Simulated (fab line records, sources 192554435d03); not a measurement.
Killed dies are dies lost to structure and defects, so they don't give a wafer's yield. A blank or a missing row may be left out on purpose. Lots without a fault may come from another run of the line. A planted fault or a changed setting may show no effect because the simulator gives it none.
fab line records | flow n5_finfet
record lots=7 wafers=21
route steps=1938 shown MOL_CONTACT_COAG@531 BEOL_M0_SAQP@698 BEOL_M0_CUTY@701 BEOL_M1@758 BEOL_M2@843 BEOL_M4@1021
start_h: hours from the record's first day to the start of the lot's first wafer shown | wait_h: hours since the lot's step before | " the same as in the row above | L1.1+2: a row that stands for several wafers | - no value, or no start given | * or withheld: withheld | < > ~ a bound
route shown NAME@n: a module of which the file shows steps, and the number in the route of the first | usual: mean/standard deviation of fault-free wafers | same: alike in all rows | chamber/n: place in a boat | sites: the reading at each site | _std_site: their standard deviation | _edge_site: outer sites' mean less inner sites' | radius_mm: how far each site lies from the wafer's centre | mask NAME#n: copy n | behind: the tool/chamber that last shaped the wafer | hold: why the lot was held/for how many hours/how that ended | device: the transistor (n, p or np) that didn't switch | end of line: the same wafers' tests at the end of the route | a step without rows: its recipe alone | killed: dies lost to structure and defects at the first sort, not the wafer's yield | map: a wafer's dies, x killed, . not, _ none there
set.NAME: the setting as run; set.NAME@STEP: as run at that earlier step | model.NAME: the simulator's own value behind a step, which no gauge read
lots whose settings were changed on purpose; a table a step, a row a wafer
## steps
# step N5_MOL_CONTACT_COAG_ETCH_105
# recipe chemistry=CF4 target=SiARC target_depth_a=156 mask_material=CAR-EUV time_s=26 ion_energy_ev=80 pressure_mtorr=40 source_w=545 bias_w=36 Ar_flow_sccm=100 cf4_flow_sccm=100 ends=cleared
# usual rf_vpp_V=184.3/1.2
# columns lot.wafer tool chamber start_h wait_h set.bias_w rf_vpp_V
L076.1 rie_diel-05 3 98.90 0.0 36 185.0
L076.2 " 0 " " 36 183.0
L076.3 " 2 " " 36 182.8
L078.4 rie_diel-06 3 114.24 0.0 36 184.4
L078.5 " 0 " " 30.9 169.4
L078.6 " 3 " " 30.9 169.0
L082.3 rie_diel-02 0 134.37 0.0 36 182.2
L082.5 " 3 " " 36 185.1
L082.6 " 0 " " 33.44 175.0
L085.2 rie_diel-06 0 159.18 0.0 36 185.7
L085.3 " 2 " " 41.17 198.5
L085.4 " 1 " " 41.17 199.3
L086.2 rie_diel-02 1 169.08 0.0 32.88 173.8
L086.5 " 1 " " 32.88 174.5
L086.6 " 2 " " 32.88 175.3
L089.1 rie_diel-02 0 190.43 0.0 36 183.6
L089.2 " 3 " " 36 185.2
L089.4 " 2 " " 36 184.3
L091.1 rie_diel-02 2 196.37 0.0 36 185.2
L091.3 " 1 " " 40.43 199.9
L091.4 " 0 " " 36 183.1
# step N5_MOL_CONTACT_COAG_CONTACT_ETCH_14
# recipe chemistry=C4F6/O2 target=SiO2 target_depth_a=275 overetch_a=85 mask_material=SOC pressure_mtorr=30 source_w=370 bias_w=185 Ar_flow_sccm=300 C4F6_flow_sccm=16 O2_flow_sccm=10 time_s=20 ion_energy_ev=259.6
# usual rf_vpp_V=694/3.3
# columns lot.wafer tool chamber start_h wait_h set.source_w set.dose_mj@MOL_CONTACT_COAG_EXPOSE_05 rf_vpp_V model.MOL_CONTACT_COAG.cd_offset_nm
L076.1 rie_diel-05 3 99.03 0.0 425.8 39.29 665 0.6
L076.2 " 0 " " 425.8 38.25 667 -0.2
L076.3 " 2 " " 370 39.29 693 0.6
L078.4 rie_diel-06 3 114.37 0.0 417 38.25 678 -0.2
L078.5 " 0 " " 417 36.88 672 -0.4
L078.6 " 3 " " 370 38.25 696 -0.2
L082.3 rie_diel-02 0 134.50 0.0 370 38.25 691 -0.4
L082.5 " 3 " " 336.2 38.25 714 -0.2
L082.6 " 0 " " 370 35.46 690 -2.2
L085.2 rie_diel-06 0 159.31 0.0 403.2 36.46 680 -1
L085.3 " 2 " " 370 36.46 688 -1.4
L085.4 " 1 " " 403.2 38.25 664 -0.2
L086.2 rie_diel-02 1 169.21 0.0 314.3 38.25 733 0
L086.5 " 1 " " 370 38.25 696 -0.4
L086.6 " 2 " " 314.3 41.11 738 1.4
L089.1 rie_diel-02 0 190.56 0.0 370 38.25 689 -0.6
L089.2 " 3 " " 370 38.25 692 -0.6
L089.4 " 2 " " 370 38.25 697 -0.6
L091.1 rie_diel-02 2 196.50 0.0 347.9 38.25 717 -0.8
L091.3 " 1 " " 370 40.77 697 0.8
L091.4 " 0 " " 347.9 40.77 700 0.8
# step N5_MOL_CONTACT_COAG_STRIP_109
# recipe chemistry=C4F6/O2 resist=SiARC rf_frequency_hz=6e+07
# step N5_MOL_CONTACT_COAG_ETCH_15
# recipe chemistry=CH3F/O2 target=SiNx target_depth_a=70 mask_material=SOC stop_on=Si:P over_etch_frac=0.75 ion_energy_ev=120 pressure_mtorr=30 source_w=395 bias_w=73 Ar_flow_sccm=150 CH3F_flow_sccm=30 O2_flow_sccm=20
# step N5_MOL_CONTACT_COAG_ETCH_110
# recipe chemistry=CF4/O2 target=Si target_depth_a=25 time_s=8 pressure_mtorr=100 source_w=200 bias_w=12 ion_energy_ev=60 Ar_flow_sccm=100 cf4_flow_sccm=100 O2_flow_sccm=10
# columns lot.wafer tool chamber start_h wait_h set.dose_mj@MOL_CONTACT_COAG_EXPOSE_05 model.MOL_CONTACT_COAG.cd_offset_nm
L076.1 rie_diel-05 3 99.13 0.0 39.29 0.4
L076.2 " 0 " " 38.25 -0.2
L076.3 " 2 " " 39.29 0.8
L078.4 rie_diel-06 3 114.47 0.0 38.25 -0.2
L078.5 " 0 " " 36.88 -0.4
L078.6 " 3 " " 38.25 -0.4
L082.3 rie_diel-02 0 134.60 0.0 38.25 -0.4
L082.5 " 3 " " 38.25 0.2
L082.6 " 0 " " 35.46 -2.2
L085.2 rie_diel-06 0 159.40 0.0 36.46 -1
L085.3 " 2 " " 36.46 -1.2
L085.4 " 1 " " 38.25 -0.2
L086.2 rie_diel-02 1 169.30 0.0 38.25 0
L086.5 " 1 " " 38.25 -0.4
L086.6 " 2 " " 41.11 1.6
L089.1 rie_diel-02 0 190.65 0.0 38.25 -0.6
L089.2 " 3 " " 38.25 -0.4
L089.4 " 2 " " 38.25 -0.8
L091.1 rie_diel-02 2 196.59 0.0 38.25 -0.8
L091.3 " 1 " " 40.77 0.6
L091.4 " 0 " " 40.77 1
# step N5_MOL_CONTACT_COAG_STRIP_98
# recipe chemistry=N2/H2 power_w=500 temp_c=40 pressure_mtorr=50 rf_frequency_hz=6e+07 overash_fraction=0.3 bias_power_w=8 h2_frac=0.5 n2_flow_sccm=300 h2_flow_sccm=300
# step N5_MOL_CONTACT_COAG_CD_MEAS_99
# recipe target_cd_nm=17.2 polarity=opening
# usual cd_nm=17.0/0.39
# columns lot.wafer tool chamber start_h wait_h set.dose_mj@MOL_CONTACT_COAG_EXPOSE_05 cd_nm
L076.1 cd_sem-02 - 99.25 - 39.29 17.5
L076.2 " - " " 38.25 16.9
L076.3 " - " " 39.29 18.0
L078.4 cd_sem-02 - 114.59 - 38.25 16.9
L078.5 " - " " 36.88 16.9
L078.6 " - " " 38.25 16.7
L082.3 cd_sem-02 - 134.72 - 38.25 16.9
L082.5 " - " " 38.25 17.7
L082.6 " - " " 35.46 14.9
L085.2 cd_sem-02 - 159.52 - 36.46 16.1
L085.3 " - " " 36.46 16.1
L085.4 " - " " 38.25 16.8
L086.2 cd_sem-01 - 169.42 - 38.25 17.1
L086.5 " - " " 38.25 16.6
L086.6 " - " " 41.11 18.4
L089.1 cd_sem-03 - 190.77 - 38.25 16.8
L089.2 " - " " 38.25 16.9
L089.4 " - " " 38.25 16.6
L091.1 cd_sem-02 - 196.71 - 38.25 16.3
L091.3 " - " " 40.77 17.8
L091.4 " - " " 40.77 18.2
# step N5_BEOL_M0_SAQP_ALD_48
# recipe material=SiO2 target_thk_a=200 temp_c=100 ald_precursor_family=BDEAS ald_co_reactant=O2-plasma pulse_time_s=1 co_reactant_pulse_time_s=1 purge_time_s=2 co_reactant_purge_time_s=2 ald_cycles=139 pressure_torr=2
# columns lot.wafer tool chamber start_h wait_h set.ald_cycles model.SiO2_of_BEOL_M0_SAQP_ALD_48.thk_nm
L076.1 ald_sin-02 3 123.01 0.3 139 20
L076.2 " 1 " " 139 20.2
L076.3 " 0 " " 118 17.2
L078.4+6 ald_sin-02 0,3 137.71 0.0 139 20.2
L078.5 " 2 " " 139 20
L082.3+5 ald_sin-02 3,2 158.94 0.0 145 20.8
L082.6 " 3 " " 139 20
L085.2+4 ald_sin-03 0,1 191.06 0.1 139 20
L085.3 " 2 " " 139 19.8
L086.2+6 ald_sin-02 2,0 197.03 0.0 155 22.2
L086.5 " 1 " " 139 20
L089.1+2+4 ald_sin-03 0,2,3 220.23 0.0 139 20
L091.1+4 ald_sin-02 1,3 221.08 0.0 123 17.6
L091.3 " 2 " " 123 17.8
# step N5_BEOL_M0_CUTY_COAT_50
# recipe resist=SiARC temp_c=220 time_s=60 spin_rpm=1500 resist_thk_nm=15
# columns lot.wafer tool chamber start_h wait_h set.spin_rpm model.SiARC_of_BEOL_M0_CUTY_COAT_50.thk_nm
L076.1+3 litho_track-02 0 123.68 0.0 1334 16
L076.2 " 0 " " 1334 15.8
L078.4+5 litho_track-04 0 138.38 0.0 1500 15
L078.6 " 0 " " 1371 15.8
L082.3 litho_track-05 0 159.68 0.0 1500 15
L082.5+6 " 0 " " 1575 14.6
L085.2 litho_track-02 0 191.87 0.0 1561 14.8
L085.3+4 " 0 " " 1500 15
L086.2+5 litho_track-04 0 197.72 0.0 1594 14.6
L086.6 " 0 " " 1500 15
L089.1+2+4 litho_track-02 0 220.92 0.0 1500 15
L091.1+4 litho_track-05 0 221.75 0.0 1500 15
L091.3 " 0 " " 1583 14.6
# step N5_BEOL_M1_COAT_05
# recipe resist=CAR-EUV spin_rpm=1500 resist_thk_nm=30
# columns lot.wafer tool chamber start_h wait_h set.spin_rpm model.CAR-EUV_of_BEOL_M1_COAT_05.thk_nm
L076.1 litho_track-01 0 - - 1369 31.2
L076.2 " 0 " " 1369 31.4
L076.3 " 0 " " 1500 29.8
L078.4+5 litho_track-05 0 - - 1500 30
L078.6 " 0 " " 1409 31
L082.3+5 litho_track-03 0 - - 1544 29.4
L082.6 " 0 " " 1500 29.8
L085.2+4 litho_track-05 0 - - 1552 29.6
L085.3 " 0 " " 1500 30
L086.2 litho_track-01 0 - - 1500 29.6
L086.5 " 0 " " 1500 29.8
L086.6 " 0 " " 1641 28.4
L089.1 litho_track-03 0 - - 1500 30.2
L089.2+4 " 0 " " 1500 30
L091.1+4 litho_track-03 0 - - 1500 30
L091.3 " 0 " " 1610 29
# step N5_BEOL_M1_EBR_07
# recipe solvent=PGMEA ebr_width_mm=1.5
# step N5_BEOL_M1_SOFTBAKE_06
# recipe temp_c=110 time_s=60 resist=CAR-EUV
# step N5_BEOL_M1_EXPOSE_08
# recipe mask_id=M1 na=0.33 source_shape=dipole sigma_inner=0.369 sigma_outer=0.767 polarization=unpolarized dose_mj=33
# step N5_BEOL_M1_PEB_09
# recipe peb_temp_c=100 peb_time_s=60 resist=CAR-EUV
# step N5_BEOL_M1_DEVELOP_10
# recipe develop_time_s=30 developer=TMAH resist=CAR-EUV rinse_liquid=surfactant_rinse dry=air_spin dev_temp_c=23
# columns lot.wafer tool chamber start_h wait_h set.spin_rpm@BEOL_M1_COAT_05 model.CAR-EUV_of_BEOL_M1_COAT_05.thk_nm
L076.1+2 litho_track-05 0 - - 1369 30.8
L076.3 " 0 " " 1500 29.4
L078.4+5 litho_track-01 0 - - 1500 29.6
L078.6 " 0 " " 1409 30.4
L082.3+5 litho_track-01 0 - - 1544 29
L082.6 " 0 " " 1500 29.4
L085.2+4 litho_track-05 0 - - 1552 29
L085.3 " 0 " " 1500 29.6
L086.2+5 litho_track-05 0 - - 1500 29.2
L086.6 " 0 " " 1641 28
L089.1+2+4 litho_track-05 0 - - 1500 29.6
L091.1 litho_track-05 0 - - 1500 29.6
L091.3 " 0 " " 1610 28.6
L091.4 " 0 " " 1500 29.4
# step N5_BEOL_M2_PECVD_72
# recipe material=SiO2 target_thk_a=160 temp_c=400 precursor=TEOS/O2 pressure_torr=5.5 rf_w=450 teos_flow_sccm=53.8 gas=O2 flow_sccm=3000 time_s=18
# columns lot.wafer tool chamber start_h wait_h set.temp_c model.SiO2_of_BEOL_M2_PECVD_72.thk_nm
L076.1 pecvd-03 0 138.27 0.0 382.8 17.6
L076.2 " 2 " " 400 15.6
L076.3 " 1 " " 382.8 17.2
L078.4+6 pecvd-02 1,2 153.76 0.1 400 16
L078.5 " 0 " " 385.1 17.8
L082.3+6 pecvd-01 1 178.23 0.0 400 15.8
L082.5 " 2 " " 400 16
L085.2 pecvd-02 2 207.77 0.0 404.6 15
L085.3 " 1 " " 404.6 15.6
L085.4 " 2 " " 400 15.8
L086.2+6 pecvd-03 0,1 213.60 0.0 400 16.4
L086.5 " 0 " " 400 16.6
L089.1+2 pecvd-03 2,1 236.24 0.0 400 15.8
L089.4 " 1 " " 400 16.2
L091.1 pecvd-02 1 236.49 0.0 400 15.8
L091.3 " 0 " " 400 15.4
L091.4 " 2 " " 400 15.6
# step N5_BEOL_M2_EXPOSE_08
# recipe mask_id=M2 na=0.33 source_shape=dipole sigma_inner=0.369 sigma_outer=0.767 polarization=unpolarized dose_mj=41.25
# columns lot.wafer tool chamber start_h wait_h mask set.dose_mj
L076.1+2+3 euv_scanner-01 0 139.08 - M2#0 41.25
L078.4+5+6 euv_scanner-02 0 154.78 - M2#0 41.25
L082.3+6 euv_scanner-01 0 178.56 - M2#0 40.3
L082.5 " 0 " " M2#0 41.25
L085.2+3+4 euv_scanner-02 0 209.56 - M2#0 41.25
L086.2+5 euv_scanner-02 0 214.17 - M2#0 42.96
L086.6 " 0 " " M2#0 41.25
L089.1+2+4 euv_scanner-01 0 237.36 - M2#0 41.25
L091.1+3+4 euv_scanner-01 0 237.51 - M2#0 41.25
# step N5_BEOL_M2_PEB_09
# recipe peb_temp_c=100 peb_time_s=60 resist=CAR-EUV
# step N5_BEOL_M2_DEVELOP_10
# recipe develop_time_s=30 developer=TMAH resist=CAR-EUV rinse_liquid=surfactant_rinse dry=air_spin dev_temp_c=23
# step N5_BEOL_M2_DESCUM_16
# recipe chemistry=O2 time_s=7 source_power_w=50 bias_power_w=20 pressure_mtorr=20 rf_frequency_hz=2.712e+07 temp_c=40 resist=CAR-EUV o2_flow_sccm=225
# step N5_BEOL_M2_ETCH_74
# recipe chemistry=N2/H2 target=underlayer target_depth_a=65 mask_material=CAR-EUV time_s=5.2 ion_energy_ev=200 pressure_mtorr=30 source_w=840 bias_w=150 n2_flow_sccm=200 h2_flow_sccm=200 ends=cleared
# columns lot.wafer tool chamber start_h wait_h set.dose_mj@BEOL_M2_EXPOSE_08 model.BEOL_M2.cd_offset_nm
L076.1+2 rie_diel-06 0,3 139.43 0.0 41.25 0
L076.3 " 1 " " 41.25 0.2
L078.4+5+6 rie_diel-06 2,0,3 155.04 0.0 41.25 0.2
L082.3+6 rie_diel-06 3 178.84 0.0 40.3 -0.6
L082.5 " 0 " " 41.25 0
L085.2+3+4 rie_diel-02 0,3,1 209.84 0.0 41.25 0
L086.2+5 rie_diel-05 0,1 214.75 0.0 42.96 1
L086.6 " 0 " " 41.25 0.2
L089.1+2+4 rie_diel-05 0,1,2 237.64 0.0 41.25 0
L091.1+4 rie_diel-02 0,3 237.92 0.0 41.25 0.2
L091.3 " 2 " " 41.25 0
# step N5_BEOL_M2_ETCH_63
# recipe chemistry=CF4 target=SiARC target_depth_a=156 mask_material=CAR-EUV time_s=26 ion_energy_ev=80 pressure_mtorr=40 source_w=545 bias_w=36 Ar_flow_sccm=100 cf4_flow_sccm=100 ends=cleared
# step N5_BEOL_M2_ETCH_64
# recipe chemistry=N2/H2 target=SOC target_depth_a=750 overetch_a=225 mask_material=SiARC temp_c=40 time_s=121.9 ion_energy_ev=200 pressure_mtorr=30 source_w=840 bias_w=150 n2_flow_sccm=200 h2_flow_sccm=200
# step N5_BEOL_M2_STRIP_97
# recipe chemistry=N2/H2 time_s=10 power_w=450 temp_c=40 pressure_mtorr=20 rf_frequency_hz=6e+07 bias_power_w=7 n2_flow_sccm=200 h2_flow_sccm=200
# step N5_BEOL_M2_HM_STRIP_39
# recipe chemistry=peroxide_tin_strip material=TiN target_depth_a=250 temp_c=50 time_s=158
# columns lot.wafer tool chamber start_h wait_h set.temp_c@BEOL_M2_PECVD_72 model.SiO2_of_BEOL_M2_PECVD_72.thk_nm
L076.1 wet_bench-05 4 143.54 0.0 382.8 17.4
L076.2 " 0 " " 400 15.4
L076.3 " 3 " " 382.8 17.2
L078.4+6 wet_bench-01 2,0 159.46 0.0 400 15.8
L078.5 " 7 " " 385.1 17.6
L082.3+5 wet_bench-01 5,4 182.62 0.0 400 15.8
L082.6 " 0 " " 400 15.6
L085.2 wet_bench-06 0 214.13 0.0 404.6 14.8
L085.3 " 6 " " 404.6 15.4
L085.4 " 4 " " 400 15.6
L086.2+6 wet_bench-05 3,1 216.29 0.0 400 16.2
L086.5 " 7 " " 400 16.4
L089.1 wet_bench-01 4 242.17 0.0 400 15.8
L089.2 " 7 " " 400 15.6
L089.4 " 2 " " 400 16
L091.1 wet_bench-06 1 243.83 0.0 400 15.6
L091.3+4 " 3,0 " " 400 15.4
# step N5_BEOL_M4_ILD_DEP_00
# recipe material=SiOC target_thk_a=790 temp_c=350 precursor=DEMS/O2 pressure_torr=5 rf_w=500 time_s=15.3
# columns lot.wafer tool chamber start_h wait_h set.time_s model.SiOC_of_BEOL_M4_ILD_DEP_00.thk_nm
L076.1 pecvd-01 2 158.31 0.0 16.22 81.8
L076.2 " 1 " " 16.22 83.6
L076.3 " 0 " " 15.3 77.6
L078.4 pecvd-01 2 186.22 0.1 15.3 79
L078.5 " 1 " " 13.17 68.2
L078.6 " 0 " " 13.17 68
L082.3 pecvd-01 1 199.01 0.0 13.68 69.8
L082.5 " 0 " " 15.3 78
L082.6 " 2 " " 15.3 79
L085.2 pecvd-02 0 226.37 0.0 16.81 87.8
L085.3 " 2 " " 16.81 87.4
L085.4 " 2 " " 15.3 80.8
L086.2 pecvd-04 0 230.41 0.0 15.3 79
L086.5 " 2 " " 13.09 68.8
L086.6 " 0 " " 15.3 80
L089.1 pecvd-01 0 257.47 0.1 15.3 77.6
L089.2+4 " 1,0 " " 15.3 79.8
L091.1 pecvd-02 2 258.99 0.0 15.3 78.2
L091.3 " 2 " " 14.66 76
L091.4 " 0 " " 15.3 79.4
# step N5_BEOL_M4_THK_MEAS_01
# recipe reads=SiOC_of_BEOL_M4_ILD_DEP_00
# usual M4_ILD_THK=79.3/0.93
# columns lot.wafer tool chamber start_h wait_h set.time_s@BEOL_M4_ILD_DEP_00 M4_ILD_THK[nm]
L076.1 film_metro-01 - 158.38 0.0 16.22 81.9
L076.2 " - " " 16.22 83.5
L076.3 " - " " 15.3 77.6
L078.4 film_metro-01 - 186.27 0.0 15.3 79.0
L078.5 " - " " 13.17 68.1
L078.6 " - " " 13.17 68.0
L082.3 film_metro-02 - 199.08 0.1 13.68 69.9
L082.5 " - " " 15.3 78.0
L082.6 " - " " 15.3 79.0
L085.2 film_metro-02 - 226.44 0.1 16.81 87.7
L085.3 " - " " 16.81 87.3
L085.4 " - " " 15.3 80.9
L086.2 film_metro-02 - 230.47 0.1 15.3 79.1
L086.5 " - " " 13.09 68.7
L086.6 " - " " 15.3 79.9
L089.1 film_metro-02 - 257.54 0.1 15.3 77.6
L089.2 " - " " 15.3 79.8
L089.4 " - " " 15.3 79.7
L091.1 film_metro-01 - 259.08 0.1 15.3 78.2
L091.3 " - " " 14.66 75.9
L091.4 " - " " 15.3 79.5
# step N5_BEOL_M4_COAT_73
# recipe resist=underlayer temp_c=205 time_s=60 spin_rpm=1500 resist_thk_nm=5
# columns lot.wafer tool chamber start_h wait_h set.spin_rpm
L076.1+2 litho_track-04 0 - - 1398
L076.3 " 0 " " 1500
L078.4+6 litho_track-03 0 - - 1500
L078.5 " 0 " " 1396
L082.3+5 litho_track-01 0 - - 1500
L082.6 " 0 " " 1351
L085.2 litho_track-01 0 - - 1398
L085.3+4 " 0 " " 1500
L086.2+5+6 litho_track-01 0 - - 1500
L089.1+2+4 litho_track-01 0 - - 1500
L091.1 litho_track-03 0 - - 1500
L091.3+4 " 0 " " 1597
# step N5_BEOL_M4_COAT_05
# recipe resist=CAR-EUV spin_rpm=1500 resist_thk_nm=30
# step N5_BEOL_M4_EBR_07
# recipe solvent=PGMEA ebr_width_mm=1.5
# step N5_BEOL_M4_DESCUM_16
# recipe chemistry=O2 time_s=7 source_power_w=50 bias_power_w=20 pressure_mtorr=20 rf_frequency_hz=2.712e+07 temp_c=40 resist=CAR-EUV o2_flow_sccm=225
# step N5_BEOL_M4_ETCH_74
# recipe chemistry=N2/H2 target=underlayer target_depth_a=65 mask_material=CAR-EUV time_s=5.2 ion_energy_ev=200 pressure_mtorr=30 source_w=840 bias_w=150 n2_flow_sccm=200 h2_flow_sccm=200 ends=cleared
# columns lot.wafer tool chamber start_h wait_h set.spin_rpm@BEOL_M4_COAT_73 model.etch.depth_nm
L076.1 rie_diel-05 1 160.04 0.0 1398 5.191
L076.2 " 2 " " 1398 5.208
L076.3 " 0 " " 1500 5.007
L078.4 rie_diel-02 1 188.53 0.0 1500 4.991
L078.5 " 0 " " 1396 5.169
L078.6 " 3 " " 1500 4.993
L082.3 rie_diel-02 3 200.76 0.0 1500 4.979
L082.5 " 0 " " 1500 4.984
L082.6 " 1 " " 1351 5.248
L085.2 rie_diel-05 3 227.76 0.0 1398 5.174
L085.3 " 0 " " 1500 4.985
L085.4 " 1 " " 1500 4.992
L086.2 rie_diel-06 3 231.14 0.0 1500 4.963
L086.5 " 3 " " 1500 4.991
L086.6 " 2 " " 1500 4.982
L089.1 rie_diel-05 0 259.31 0.0 1500 4.976
L089.2+4 " 1,2 " " 1500 4.989
L091.1 rie_diel-02 1 260.09 0.0 1500 5.009
L091.3+4 " 3,2 " " 1597 4.869
## key
split step=N5_MOL_CONTACT_COAG_ETCH_105 setting=bias_w stated=36 by=wafer
response step=N5_MOL_CONTACT_COAG_ETCH_105 reading=rf_vpp_V change=+1.09 per=1% r=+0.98
split step=N5_MOL_CONTACT_COAG_CONTACT_ETCH_14 setting=source_w stated=370 by=wafer
response step=N5_MOL_CONTACT_COAG_CONTACT_ETCH_14 reading=rf_vpp_V change=-2.09 per=1% r=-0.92
split step=N5_BEOL_M0_SAQP_ALD_48 setting=ald_cycles stated=139 by=wafer
response step=N5_BEOL_M0_SAQP_ALD_48 reading=model.SiO2_of_BEOL_M0_SAQP_ALD_48.thk_nm change=+0.191 per=1% r=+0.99
split step=N5_BEOL_M0_CUTY_COAT_50 setting=spin_rpm stated=1500 by=wafer
response step=N5_BEOL_M0_CUTY_COAT_50 reading=model.SiARC_of_BEOL_M0_CUTY_COAT_50.thk_nm change=-0.0777 per=1% r=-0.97
split step=N5_BEOL_M1_COAT_05 setting=spin_rpm stated=1500 by=wafer
response step=N5_BEOL_M1_COAT_05 reading=model.CAR-EUV_of_BEOL_M1_COAT_05.thk_nm change=-0.15 per=1% r=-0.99
response step=N5_BEOL_M1_DEVELOP_10 reading=model.CAR-EUV_of_BEOL_M1_COAT_05.thk_nm change=-0.139 per=1% r=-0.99
split step=N5_BEOL_M2_PECVD_72 setting=temp_c stated=400 by=wafer
response step=N5_BEOL_M2_PECVD_72 reading=model.SiO2_of_BEOL_M2_PECVD_72.thk_nm change=-0.446 per=1% r=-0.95
response step=N5_BEOL_M2_HM_STRIP_39 reading=model.SiO2_of_BEOL_M2_PECVD_72.thk_nm change=-0.459 per=1% r=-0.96
split step=N5_BEOL_M2_EXPOSE_08 setting=dose_mj stated=41.25 by=wafer
response step=N5_BEOL_M2_ETCH_74 reading=model.BEOL_M2.cd_offset_nm change=+0.209 per=1% r=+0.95
split step=N5_BEOL_M4_ILD_DEP_00 setting=time_s stated=15.3 by=wafer
response step=N5_BEOL_M4_ILD_DEP_00 reading=model.SiOC_of_BEOL_M4_ILD_DEP_00.thk_nm change=+0.763 per=1% r=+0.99
response step=N5_BEOL_M4_THK_MEAS_01 reading=M4_ILD_THK change=+0.762 per=1% r=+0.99
split step=N5_BEOL_M4_COAT_73 setting=spin_rpm stated=1500 by=wafer
response step=N5_BEOL_M4_ETCH_74 reading=model.etch.depth_nm change=-0.0262 per=1% r=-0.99
split outside_this_file step=N5_MOL_CONTACT_COAG_EXPOSE_05 setting=dose_mj
# split outside_this_file: this setting was split too, and the file shows its column; the key of that split is in another file
